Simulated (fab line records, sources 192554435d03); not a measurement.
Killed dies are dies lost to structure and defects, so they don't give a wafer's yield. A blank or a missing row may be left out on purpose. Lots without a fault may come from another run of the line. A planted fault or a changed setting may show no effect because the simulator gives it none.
fab line records | flow n5_finfet
record lots=11 wafers=25 last_day=18
route steps=1938 shown SD_EPI_P@310 ILD0@341 BEOL_M4@1111 PASSIVATION@1936
lots that met no fault: from a run of the same line without faults
start_h: hours from the record's first day to the start of the lot's first wafer shown | wait_h: hours since the lot's step before | " the same as in the row above | L1.1+2: a row that stands for several wafers | - no value, or no start given | * or withheld: withheld | < > ~ a bound
route shown NAME@n: a module of which the file shows steps, and the number in the route of the first | usual: mean/standard deviation of fault-free wafers | same: alike in all rows | chamber/n: place in a boat | sites: the reading at each site | _std_site: their standard deviation | _edge_site: outer sites' mean less inner sites' | radius_mm: how far each site lies from the wafer's centre | mask NAME#n: copy n | behind: the tool/chamber that last shaped the wafer | hold: why the lot was held/for how many hours/how that ended | device: the transistor (n, p or np) that didn't switch | end of line: the same wafers' tests at the end of the route | a step without rows: its recipe alone | killed: dies lost to structure and defects at the first sort, not the wafer's yield | map: a wafer's dies, x killed, . not, _ none there
set.NAME: the setting as run; set.NAME@STEP: as run at that earlier step | model.NAME: the simulator's own value behind a step, which no gauge read
steps of the route over a sample of lots; a table a step, a row a wafer
services: from which hour (start_h, from the record's first day; less than 0 if before it) a tool's chamber was out of use, for how many hours, and why
## steps
# step N5_SD_EPI_P_ETCHBACK_46
# recipe chemistry=CH3F/O2 mode=anisotropic_etchback target=SiNx target_depth_a=175 stop_on=SiO2 over_etch_frac=0.3 ion_energy_ev=120 pressure_mtorr=30 source_w=395 bias_w=73 Ar_flow_sccm=150 CH3F_flow_sccm=30 O2_flow_sccm=20
# usual O2_flow_sccm=20.01/0.059 drypump_motor_current_A=6.0/0.4 oes_product_au=0.66/0.071 rf_vpp_V=298/9 showerhead_plenum_p_Torr=1.99/0.059 throttle_valve_pct=16.36/0.22
# columns lot.wafer tool chamber start_h wait_h O2_flow_sccm drypump_motor_current_A oes_product_au rf_hours_counter_h rf_vpp_V showerhead_plenum_p_Torr throttle_valve_pct
L862.2 rie_diel-01 3 67.77 0.0 19.91 5.9 0.64 166 299 2.00 16.39
L862.3 " 0 " " 20.04 6.2 0.61 226 293 2.06 16.49
L863.2 rie_diel-01 0 71.42 0.0 20.07 6.2 0.61 228 294 2.06 16.51
L863.5 " 0 " " 19.99 6.2 0.61 - 293 2.06 16.51
L863.6 " 2 " " 20.08 6.1 0.64 - 304 2.08 16.42
L866.1 rie_diel-02 3 90.95 0.0 19.98 5.9 0.65 155 318 1.91 16.07
L866.3 " 1 " " 19.97 5.7 0.65 129 290 1.93 16.73
L866.4 " 0 " " 20.02 6.6 0.79 23 291 2.05 15.93
L867.2 rie_diel-02 2 96.27 0.0 19.98 5.7 0.58 219 302 1.88 16.68
L867.5 " 3 " " 20.01 5.9 0.65 - 315 1.91 16.09
L869.4 rie_diel-03 0 108.70 0.0 20.04 5.3 0.70 87 303 2.01 16.16
L869.5 " 2 " " 19.94 6.6 0.62 - 304 1.96 16.24
L870.4 rie_diel-03 3 115.86 0.0 20.07 6.5 0.62 189 277 2.06 16.35
L876.1 rie_diel-03 3 148.76 0.0 19.93 6.5 0.61 199 278 2.05 16.35
L876.3 " 2 " " 19.96 6.6 0.62 206 305 1.96 16.28
L876.5 " 3 " " 20.01 6.5 0.61 - 276 2.05 16.35
L879.1 rie_diel-03 0 169.08 0.0 19.91 5.2 0.68 108 303 2.00 16.18
L879.6 " 1 " " 20.06 5.8 0.84 - 307 1.96 16.06
L881.2 rie_diel-01 0 178.24 0.0 20.02 6.2 0.81 7 293 2.05 16.05
L881.4 " 3 " " 20.00 5.9 0.61 202 298 1.99 16.46
L882.4 rie_diel-03 3 190.50 0.0 20.00 6.4 0.61 209 277 2.05 16.36
L882.5 " 1 " " 19.97 5.9 0.82 - 306 1.96 16.09
L882.6 " 0 " " 20.04 5.2 0.68 - 302 2.00 16.22
L883.2 rie_diel-02 2 194.34 0.0 20.00 5.7 0.57 247 301 1.88 16.73
L883.4 " 3 " " 19.96 5.8 0.64 184 314 1.90 16.14
# step N5_SD_EPI_P_ETCH_47
# recipe chemistry=CH3F/O2 target=SiOCN target_depth_a=250 mask_material=SOC ion_energy_ev=60 bias_w=29 pressure_mtorr=30 source_w=410 Ar_flow_sccm=150 CH3F_flow_sccm=30 O2_flow_sccm=20
# usual O2_flow_sccm=20.00/0.059 drypump_motor_current_A=6.0/0.4 oes_product_au=0.76/0.084 rf_vpp_V=128/3.8 showerhead_plenum_p_Torr=1.99/0.059 throttle_valve_pct=16.34/0.22
# columns lot.wafer tool chamber start_h wait_h O2_flow_sccm drypump_motor_current_A oes_product_au rf_hours_counter_h rf_vpp_V showerhead_plenum_p_Torr throttle_valve_pct
L862.2 rie_diel-01 3 67.87 0.1 19.89 5.9 0.73 166 128 2.00 16.38
L862.3 " 0 " " 20.04 6.2 0.70 226 126 2.06 16.49
L863.2 rie_diel-01 0 71.52 0.1 19.93 6.2 0.70 228 126 2.06 16.48
L863.5 " 0 " " 19.91 6.2 0.71 - 126 2.06 16.49
L863.6 " 2 " " 19.98 6.0 0.75 - 130 2.08 16.42
L866.1 rie_diel-02 3 91.05 0.1 19.95 5.9 0.76 155 135 1.91 16.07
L866.3 " 1 " " 19.94 5.7 0.76 129 125 1.93 16.70
L866.4 " 0 " " 20.03 6.6 0.93 23 126 2.05 15.92
L867.2 rie_diel-02 2 96.37 0.1 19.94 5.7 0.69 219 129 1.89 16.64
L867.5 " 3 " " 20.00 5.9 0.76 - 134 1.91 16.07
L869.4 rie_diel-03 0 108.80 0.1 20.02 5.2 0.82 87 129 2.01 16.15
L869.5 " 2 " " 20.01 6.6 0.74 - 129 1.96 16.22
L870.4 rie_diel-03 3 115.96 0.1 20.14 6.4 0.71 189 120 2.06 16.31
L876.1 rie_diel-03 3 148.86 0.1 19.98 6.4 0.71 199 119 2.05 16.32
L876.3 " 2 " " 20.01 6.6 0.73 206 131 1.96 16.24
L876.5 " 3 " " 19.94 6.5 0.71 - 118 2.05 16.30
L879.1 rie_diel-03 0 169.18 0.1 19.95 5.2 0.79 108 130 2.00 16.16
L879.6 " 1 " " 20.09 5.8 0.98 - 131 1.96 16.05
L881.2 rie_diel-01 0 178.34 0.1 20.05 6.2 0.95 7 128 2.05 16.04
L881.4 " 3 " " 20.08 5.9 0.70 202 127 1.99 16.44
L882.4 rie_diel-03 3 190.60 0.1 20.05 6.4 0.70 209 118 2.05 16.35
L882.5 " 1 " " 20.00 5.8 0.96 - 132 1.96 16.04
L882.6 " 0 " " 19.92 5.3 0.77 - 130 2.00 16.18
L883.2 rie_diel-02 2 194.44 0.1 20.00 5.7 0.67 247 129 1.88 16.69
L883.4 " 3 " " 20.02 5.9 0.74 184 134 1.90 16.11
# step N5_ILD0_THK_MEAS_08
# usual thk_nm=139.1/1.4
# columns lot.wafer tool chamber start_h wait_h thk_nm
L862.2 film_metro-02 - 75.30 - 138.7
L862.3 " - " " 139.6
L863.2 film_metro-02 - 80.17 - 137.0
L863.5 " - " " 138.4
L863.6 " - " " 139.5
L866.1 film_metro-02 - 98.64 - 139.7
L866.3 " - " " 137.4
L866.4 " - " " 139.8
L867.2 film_metro-02 - 103.69 - 139.8
L867.5 " - " " 138.5
L869.4 film_metro-01 - 115.89 - 139.6
L869.5 " - " " 136.4
L870.4 film_metro-01 - 122.97 - 138.1
L876.1 film_metro-02 - 156.69 - 139.1
L876.3 " - " " 139.5
L876.5 " - " " 139.5
L879.1 film_metro-02 - 177.24 - 137.5
L879.6 " - " " 138.3
L881.2 film_metro-02 - 185.35 - 140.0
L881.4 " - " " 138.2
L882.4 film_metro-01 - 198.79 - 139.4
L882.5 " - " " 138.5
L882.6 " - " " 140.5
L883.2 film_metro-02 - 201.82 - 140.5
L883.4 " - " " 141.2
# step N5_ILD0_ALD_15
# recipe material=SiNx target_thk_a=240 temp_c=400 ald_precursor_family=SiH2I2 ald_co_reactant=N2/H2-plasma pulse_time_s=1 ald_cycles=480 purge_time_s=2 co_reactant_purge_time_s=2 pressure_torr=2
# usual ald_cycles=480/0 heater_power_w=861/110 precursor_pulse_height_rel=1.001/0.021 susceptor_temp_C=399.99/0.23
# columns lot.wafer tool chamber start_h wait_h ald_cycles heater_power_w precursor_pulse_height_rel susceptor_temp_C
L862.2 ald_sin-04 3 77.02 1.5 480 705 0.978 399.67
L862.3 " 0 " " 480 961 0.995 399.95
L863.2 ald_sin-01 1 80.88 0.5 480 1051 0.960 400.12
L863.5 " 1 81.97 1.2 480 1052 0.998 400.19
L863.6 " 2 " " 480 953 0.984 399.59
L866.1 ald_sin-01 0 99.52 0.7 480 779 0.956 400.03
L866.3 " 2 " " 314 919 1.004 399.86
L866.4 " 1 " " 480 998 0.988 399.55
L867.2 ald_sin-01 3 104.44 0.5 480 749 0.993 400.45
L867.5 " 2 105.52 1.2 314 890 1.023 400.24
L869.4 ald_sin-01 0 116.61 0.2 480 761 1.016 400.05
L869.5 " 1 117.69 1.2 314 1002 1.011 400.24
L870.4 ald_sin-01 3 123.69 0.2 480 749 1.037 399.91
L876.1 ald_sin-04 2 157.42 0.6 480 894 1.003 400.08
L876.3 " 1 " " 480 835 0.986 399.95
L876.5 " 1 158.51 1.2 480 864 1.024 399.56
L879.1 ald_sin-01 2 177.95 0.6 480 926 0.996 400.24
L879.6 " 0 179.04 1.1 480 792 1.025 399.71
L881.2 ald_sin-01 3 186.15 0.5 480 758 1.012 399.97
L881.4 " 1 " " 480 1012 1.021 400.03
L882.4 ald_sin-04 0 199.51 0.2 480 940 0.987 400.01
L882.5 " 3 200.60 1.2 480 721 0.987 400.13
L882.6 " 2 " " 480 915 1.007 399.88
L883.2 ald_sin-01 3 202.54 0.5 480 767 0.991 400.26
L883.4 " 0 " " 480 770 1.043 400.09
# step N5_ILD0_CMP_12
# recipe stop_on=poly-Si material=SiNx t_overpolish_s=6 post_cmp_clean=alkaline_brush down_force_psi=2.5 platen_rpm=51.8 pad_velocity_m_s=1.0307 target_thk_nm=17.67
# usual motor_current_A=9.0/0.97 pad_life_wafers=1120/620 retaining_ring_pressure_frac=1.000/0.0047 time_to_endpoint_s=30/3.7
# columns lot.wafer tool chamber start_h wait_h motor_current_A pad_life_wafers retaining_ring_pressure_frac time_to_endpoint_s
L862.2 cmp-03 3 79.26 1.2 8.9 1123 0.997 28
L862.3 " 0 " " 8.3 1124 1.001 35
L863.2 cmp-02 2 83.08 1.1 9.5 204 1.011 23
L863.5 " 2 " " 9.5 - 1.007 23
L863.6 " 3 " " 9.4 - 1.005 23
L866.1 cmp-02 0 101.72 1.1 9.0 384 0.991 35
L866.3 " 1 " " 8.5 385 0.993 17
L866.4 " 2 " " 9.5 386 1.004 29
L867.2 cmp-04 3 106.75 1.2 8.3 1845 1.004 35
L867.5 " 0 " " 9.3 - 0.997 20
L869.4 cmp-03 3 118.84 1.2 8.5 1459 0.997 28
L869.5 " 3 " " 8.3 - 0.995 18
L870.4 cmp-03 1 125.89 1.1 8.6 1512 1.006 38
L876.1 cmp-04 1 159.63 1.1 7.9 120 1.004 25
L876.3 " 0 " " 9.1 123 0.994 29
L876.5 " 2 " " 7.8 - 0.996 27
L879.1 cmp-02 3 180.16 1.1 9.6 966 0.996 27
L879.6 " 0 " " 9.3 - 1.002 33
L881.4 cmp-04 3 188.43 1.2 8.8 350 1.004 33
L881.2 " 0 " " 9.4 351 0.990 36
L882.4 cmp-02 0 201.79 1.2 9.1 1154 0.993 35
L882.6 " 2 " " 9.3 - 0.997 29
L882.5 " 3 " " 10.1 - 1.005 31
L883.2 cmp-02 1 204.78 1.2 8.6 1183 0.998 29
L883.4 " 3 " " 9.6 1185 1.000 29
# step N5_BEOL_M4_RC_MEAS_101
# usual DIBL_N=36.1/2 DIBL_P=36.3/2.5 IOFF_N=0.16/0.037 IOFF_P=0.21/0.039 ION_N=678/15 ION_P=465/8.7 SS_N=71.4/0.7 SS_P=73.3/0.74 VT_N=249/3.6 VT_P=-250.0/2.9
# columns lot.wafer tool chamber start_h wait_h DIBL_N[mV/V] DIBL_P[mV/V] IOFF_N[nA/um] IOFF_P[nA/um] ION_N[uA/um] ION_P[uA/um] SS_N[mV/dec] SS_P[mV/dec] VT_N[mV] VT_P[mV]
L863.2 prober-02 0 181.22 0.2 33.3 30.4 0.09 0.15 643 452 70.6 72.3 257 -252.8
L863.5 " 0 " " 36.9 35.9 0.14 0.21 684 470 71.0 72.7 250 -250.1
L863.6 " 0 " " 33.6 30.2 0.09 0.14 642 443 70.6 71.8 258 -255.9
L862.2 prober-01 0 191.52 0.2 35.7 35.4 0.14 0.17 675 457 70.6 73.0 254 -255.2
L862.3 " 0 " " 37.6 37.8 0.18 0.22 674 460 72.1 74.7 249 -249.7
L866.1 prober-01 0 198.46 0.1 34.8 35.2 0.14 0.18 687 470 71.5 72.7 251 -250.1
L866.3 " 0 " " 34.5 35.1 0.13 0.17 670 459 71.3 73.1 251 -251.9
L866.4 " 0 " " 38.4 40.7 0.21 0.27 687 472 72.4 74.3 244 -245.6
L867.2 prober-02 0 199.78 0.2 32.3 30.4 0.09 0.14 653 459 70.1 71.2 257 -253.7
L867.5 " 0 " " 37.8 38.5 0.17 0.25 672 467 71.9 73.8 248 -247.8
L869.4 prober-01 0 234.14 0.5 37.9 37.3 0.18 0.23 687 468 72.1 73.5 250 -248.5
L869.5 " 0 " " 33.9 33.0 0.12 0.17 663 464 71.1 72.9 255 -251.0
L870.4 prober-02 0 239.22 0.5 36.6 35.8 0.16 0.22 685 462 72.0 73.9 246 -250.9
L876.1 prober-02 0 283.95 0.0 32.4 32.2 0.11 0.13 660 448 70.8 71.7 252 -256.9
L876.3 " 0 " " 35.0 36.2 0.15 0.18 670 458 71.6 73.5 250 -254.3
L876.5 " 0 " " 32.9 34.0 0.13 0.16 675 461 70.4 71.8 248 -254.9
L881.2 prober-02 0 306.21 0.2 38.5 39.9 0.21 0.22 685 455 72.0 74.3 248 -252.6
L881.4 " 0 " " 35.2 34.9 0.15 0.16 671 451 70.6 72.9 252 -256.1
L879.1 prober-02 0 308.27 0.0 34.5 35.3 0.15 0.20 690 476 71.0 72.5 249 -250.5
L879.6 " 0 " " 34.3 35.2 0.13 0.19 660 453 70.8 72.5 252 -249.1
L883.2 prober-02 0 313.26 0.2 34.2 34.1 0.13 0.18 676 466 70.1 73.3 251 -251.3
L883.4 " 0 " " 36.9 37.5 0.16 0.23 672 468 71.6 74.1 251 -249.1
L882.4 prober-01 0 325.44 0.5 39.8 41.0 0.25 0.31 702 476 72.3 74.4 242 -245.9
L882.5 " 0 " " 36.3 37.9 0.17 0.25 687 474 71.1 74.2 246 -244.9
L882.6 " 0 " " 37.8 38.1 0.21 0.24 689 460 72.4 74.1 244 -248.1
# step N5_PASSIVATION_PROBE_49
# usual defect_limited_yield=91.1/1.3 killed_at_M0_to_M3=32/9.7 killed_at_M4_up=16/6 killed_at_contacts=12/5.9 killed_at_front_end=41/11 killed_at_other=4/3.1 killed_dies=104/16 killed_open=68/12 killed_short=34/7.4 sort_bin_5_function=5.1/0.85 sort_bin_6_memory=3.3/0.66 sort_bin_8_speed=0.1/0.53 sort_n_pass=1075/16 sort_yield_pct=91.1/1.4
# same gross_dies=1180 killed_at_back_side=0 sort_bin_4_leakage[%]=0
# columns lot.wafer tool chamber start_h wait_h defect_limited_yield[%] killed_at_M0_to_M3 killed_at_M4_up killed_at_contacts killed_at_front_end killed_at_other killed_dies killed_open killed_short sort_bin_5_function[%] sort_bin_6_memory[%] sort_bin_8_speed[%] sort_n_pass sort_yield_pct[%]
L867.2 prober-01 - 321.42 0.1 89.2 48 15 23 34 7 127 79 42 5.8 4.4 0 1053 89.2
L867.5 prober-01 - 321.57 0.2 92.7 27 19 9 25 6 86 63 23 4.2 2.9 0 1094 92.7
L869.4 prober-02 - 343.40 0.2 87.1 42 19 18 64 9 152 92 48 7.1 4.3 0 1028 87.1
L869.5 prober-02 - 343.45 0.2 91.4 48 12 16 23 2 101 66 35 5.1 3.3 0 1079 91.4
L870.4 prober-02 - 347.07 0.2 91.8 36 12 16 29 4 97 72 23 4.7 3.0 0 1083 91.8
L881.2 prober-02 - 418.25 0.1 91.6 30 20 16 28 5 99 66 32 5.7 2.5 0 1081 91.6
L881.4 prober-02 - 418.35 0.2 92.7 25 20 2 36 3 86 51 32 4.4 2.5 0 1094 92.7
L882.4 prober-01 - 430.62 0.2 91.5 35 13 8 32 12 100 60 34 4.9 2.9 0 1080 91.5
L882.5 prober-01 - 430.67 0.2 89.9 36 20 7 49 7 119 68 43 4.9 3.8 0 1061 89.9
L882.6 prober-01 - 430.72 0.3 90.7 30 25 10 35 10 110 77 32 5.3 3.8 0 1070 90.7
# killed by level:class
L867.2 MOL_CONTACT_COAG:geometric_particle:open=17 BEOL_M2:geometric_particle:open=12 STI_FIN_REVEAL:geometric_particle:open=11 BEOL_M0_SAQP:geometric_particle:short=10 BEOL_M0_SAQP:geometric_particle:open=8 MOL_CONTACT_COAG:geometric_particle:short=6 BEOL_M2:geometric_particle:short=5 FIN_SAQP:geometric_particle:short=4
L867.5 BEOL_M4:geometric_particle:open=10 BEOL_M2:geometric_particle:open=9 MOL_CONTACT_COAG:geometric_particle:open=8 BEOL_M0_SAQP:geometric_particle:open=5 FIN_SAQP:geometric_particle:short=4 BEOL_M3:geometric_particle:open=4 BEOL_M8:geometric_particle:open=4 STARTING-WAFER:geometric_particle:short=4
L869.4 STI_FIN_REVEAL:geometric_particle:open=20 MOL_CONTACT_COAG:geometric_particle:open=17 BEOL_M0_SAQP:geometric_particle:short=13 HKMG_FIN:area_etch=11 BEOL_M0_SAQP:geometric_particle:open=9 BEOL_M4:geometric_particle:open=9 FIN_SAQP:geometric_particle:short=8 BEOL_M2:geometric_particle:open=8
L869.5 MOL_CONTACT_COAG:geometric_particle:open=14 BEOL_M0_SAQP:geometric_particle:short=11 BEOL_M3:geometric_particle:open=10 BEOL_M0_SAQP:geometric_particle:open=8 BEOL_M2:geometric_particle:open=6 BEOL_M2:geometric_particle:short=6 FIN_SAQP:geometric_particle:open=4 STI_FIN_REVEAL:geometric_particle:open=3
L870.4 STI_FIN_REVEAL:geometric_particle:open=16 MOL_CONTACT_COAG:geometric_particle:open=15 BEOL_M0_SAQP:geometric_particle:open=9 BEOL_M0_SAQP:geometric_particle:short=7 BEOL_M3:geometric_particle:open=7 BEOL_M4:geometric_particle:open=5 FIN_SAQP:geometric_particle:short=4 BEOL_M1:geometric_particle:open=4
L881.2 MOL_CONTACT_COAG:geometric_particle:open=11 BEOL_M4:geometric_particle:open=9 BEOL_M0_SAQP:geometric_particle:open=8 STI_FIN_REVEAL:geometric_particle:open=7 FIN_SAQP:geometric_particle:short=6 MOL_CONTACT_COAG:geometric_particle:short=5 BEOL_M0_SAQP:geometric_particle:short=5 BEOL_M2:geometric_particle:open=5
L881.4 BEOL_M4:geometric_particle:open=10 FIN_SAQP:geometric_particle:short=7 BEOL_M0_SAQP:geometric_particle:short=7 BEOL_M1:geometric_particle:open=7 GATE_CUT:geometric_particle:open=5 GATE_CUT:geometric_particle:short=5 BEOL_M2:geometric_particle:open=5 FIN_SAQP:geometric_particle:open=4
L882.4 BEOL_M3:geometric_particle:open=11 FIN_SAQP:geometric_particle:open=8 MOL_CONTACT_COAG:geometric_particle:open=7 BEOL_M0_SAQP:geometric_particle:short=6 BEOL_M4:geometric_particle:open=6 HKMG_FIN:area_etch=6 FIN_SAQP:geometric_particle:short=4 BEOL_M0_SAQP:geometric_particle:open=4
L882.5 FIN_SAQP:geometric_particle:short=10 BEOL_M3:geometric_particle:open=9 STI_FIN_REVEAL:geometric_particle:open=8 BEOL_M4:geometric_particle:open=8 HKMG_FIN:area_etch=8 BEOL_M2:geometric_particle:short=6 BEOL_M0_SAQP:geometric_particle:short=5 DUMMY_GATE:geometric_particle:open=5
L882.6 FIN_SAQP:geometric_particle:short=13 BEOL_M4:geometric_particle:open=12 MOL_CONTACT_COAG:geometric_particle:open=10 BEOL_M3:geometric_particle:open=9 BEOL_M2:geometric_particle:open=7 BEOL_M0_SAQP:geometric_particle:short=6 FIN_SAQP:geometric_particle:open=5 STARTING-WAFER:geometric_particle:open=5
## services
# columns tool chamber start_h hours kind
cmp-04 - 53.53 2.8 repair
rie_diel-02 - 53.57 1.2 repair
cmp-02 - 54.98 4.0 pm
cmp-04 - 80.10 20.2 pm
ald_sin-01 - 85.25 14.0 pm
ald_sin-01 0 85.25 14.0 vent_cycle
ald_sin-01 1 85.25 14.0 vent_cycle
ald_sin-01 2 85.25 14.0 vent_cycle
rie_diel-02 2 114.71 9.7 repair
cmp-03 - 119.44 0.9 repair
cmp-04 - 140.74 4.0 pm
rie_diel-03 1 142.19 - clean
rie_diel-03 1 142.19 - consumable_replace:focus_ring
rie_diel-03 1 142.19 18.4 scheduled_down
rie_diel-03 1 142.19 18.4 vent_cycle
cmp-02 - 155.54 2.0 repair
ald_sin-01 - 157.80 2.8 pm
rie_diel-02 3 159.82 13.2 repair
cmp-02 - 163.44 3.8 pm
cmp-04 - 171.47 3.7 pm
rie_diel-01 - 185.38 2.8 pm
cmp-03 - 185.96 4.0 pm
cmp-03 - 202.86 7.1 pm
rie_diel-01 1 203.57 9.8 repair
## key
first_sign step=N5_ILD0_ALD_15 reading=ald_cycles direction=down sigmas=99+ usual=* struck=*
effect step=N5_ILD0_CMP_12 reading=time_to_endpoint_s direction=down sigmas=3.2 usual=* struck=*
met_at N5_ILD0_ALD_15
struck_lots L866,L867,L869
struck_wafers L866.3,L867.5,L869.5
baseline_loss step=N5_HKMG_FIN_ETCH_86 wafers=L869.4
not_acting_at N5_SD_EPI_P_ETCHBACK_46,N5_SD_EPI_P_ETCH_47,N5_ILD0_THK_MEAS_08
onset_between 80.88 99.52
fault kind=process_parameter_drift tool=ald_sin-01 chamber=- onset_h=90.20 steps=N5_ILD0_ALD_15 channel=ald_cycles offset=* shape=step end_h=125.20 scope=struck_wafers_only acts_in=* stated=*
# baseline_loss: these wafers lose ten dies or more at that step, a loss of the line's own and not of a fault; the sort's usual values leave them out
